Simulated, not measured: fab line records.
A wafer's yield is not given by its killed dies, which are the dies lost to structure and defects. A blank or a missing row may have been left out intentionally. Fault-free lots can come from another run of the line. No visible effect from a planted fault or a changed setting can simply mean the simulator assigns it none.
Chamber matching    flow nand-harc    NHARC_P_CONTACT_ETCH_35 on rie-diel-12 has 4 sister chambers
The step etches the open film in CF4, target depth 39 nm, time 65 s. 4 wafers are shown with their chamber, then 9 later ones without.

== WAFERS, EACH WITH ITS CHAMBER ==
wafer   chamber  drypump-motor-current-A (A)
L084.5  0        5.0
L091.3  1        5.7
L091.5  2        5.9
L091.6  3        5.7

== WAFERS WHOSE CHAMBER IS MISSING ==
wafer   drypump-motor-current-A (A)
L092.3  5.9
L092.5  5.9
L092.6  5.0
L094.2  5.9
L094.4  5.0
L094.6  5.6
L096.1  5.7
L096.2  5.0
L096.3  5.9

== CHAMBER TAKEN BY EACH ==
wafer   from the rows above      in truth
L092.3  2                        2
L092.5  2                        2
L092.6  0                        0
L094.2  2                        2
L094.4  0                        0
L094.6  can't be placed: 1 or 3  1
L096.1  can't be placed: 1 or 3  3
L096.2  0                        0
L096.3  2                        2
Correct placement for 7 of the 9. Cannot be placed on the basis of these rows: 2; the candidates contain the true chamber in 2. 0 placed wrongly.
How it was worked out, from the rows above alone: a wafer's distance from a chamber is the root of the sum, over the readings, of the square of ((its reading less the chamber's mean) divided by the reading's scatter). The wafer belongs to the nearest chamber; if the next one is less than 2 further off, it can't be placed. A chamber's mean is the mean of its shown wafers. The scatter: root of mean squared gap, hidden wafer to nearest shown wafer, with one shown wafer a chamber.
